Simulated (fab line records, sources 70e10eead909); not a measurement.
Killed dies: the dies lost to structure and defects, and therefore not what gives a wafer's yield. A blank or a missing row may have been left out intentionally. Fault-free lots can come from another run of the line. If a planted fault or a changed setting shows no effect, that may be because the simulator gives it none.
Comparing a struck lot with a sound one :: flow nand-harc :: 14 steps out of a route of 1302
Sound: the wafers L591.3, L591.5, L591.6. The struck wafers were L589.1, L589.5, L589.6. The cause comes at the end.
At each step with rows: each side's tool, then ch and its chambers, then its first start. Under that, the readings that differ: sound wafers :: struck wafers :: difference of the means :: sigmas: that difference in standard deviations of wafers without a fault.
alike: same words and numbers on both sides, and readings whose means sit less than 2 such deviations apart. not compared: any withheld reading, any reading some wafer has no value for, any bound like >300 that may hide the same value, and any number with overlapping values for which the record gives no deviation.
A row with sigmas, a row that says differs or no value, or rows on one side alone: a step with any of these is where the two part. Numbers that don't overlap but have no deviation are shown without sigmas and don't part them. Lack of a reading on every wafer of one side parts them only where that side has two or more wafers.

NHARC_A_STAIRCASE_STRIP_274: strips in O2.
  sound: rie-diel-01 ch 0,2,3; struck: rie-diel-01 ch 0,3
  alike: drypump-motor-current-A, oes-product-au, rf-vpp-V, showerhead-plenum-p-Torr, throttle-valve-pct
  not compared: rf-hours-counter-h
then, 3 steps without rows for these wafers: NHARC_A_STAIRCASE_STRIP_275 (strips in SPM, time 900 s); NHARC_A_STAIRCASE_PRECLEAN_276 (cleans in SC1); NHARC_A_STAIRCASE_SRD_277.
NHARC_A_STAIRCASE_HM_DEP_459: deposits aC, target thk 1500 nm.
  sound on acl-dep-02 ch 0, day 22 19:04; struck on acl-dep-02 ch 0, day 22 03:46
  alike: throttle-valve-pct
NHARC_A_STAIRCASE_DEP_280: deposits SiON, target thk 30 nm.
  sound on pecvd-01 ch 0,2, day 22 20:19; struck on pecvd-04 ch 1,2, day 22 05:37
  alike: chamber-pressure-Torr, heater-power-w, showerhead-vpp-V
then, 5 steps without rows for these wafers: NHARC_A_STAIRCASE_DEHYDRATE_281 (time 120 s); NHARC_A_STAIRCASE_HMDS_282 (time 30 s); NHARC_A_STAIRCASE_COAT_283; NHARC_A_STAIRCASE_SOFTBAKE_284 (time 170 s); NHARC_A_STAIRCASE_EBR_285.
NHARC_A_STAIRCASE_EXPOSE_286: exposes mask CHOP 100.
  sound on krf-scanner-04 ch 0, day 22 20:55; struck on krf-scanner-01 ch 0, day 22 06:12
reading: exposure-dose-mJ-cm2
sound: 25.017 24.974 24.996
struck: 17.791 17.832 17.815
difference: -7.183
sigmas: -99 or more
  alike: mask
then, 1 step without rows for these wafers: NHARC_A_STAIRCASE_PEB_287 (peb time 130 s).
-- jump in the record: it breaks off in module A_STAIRCASE and resumes in module END (first step shown: number 1302 of the route), and 7 days separate the struck wafers' starts before and after --
NHARC_END_SORT_01:
  the record has rows for the struck wafers here (prober-01 ch 0, day 29 15:55) and none for the sound ones

WHERE THEY PART
First at NHARC_A_STAIRCASE_EXPOSE_286; last, within this record, at NHARC_END_SORT_01.

WHY: what had been put in by the simulator
Drift in process parameters on krf-scanner-01 at NHARC_A_STAIRCASE_EXPOSE_286, starting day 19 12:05. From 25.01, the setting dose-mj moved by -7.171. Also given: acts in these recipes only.
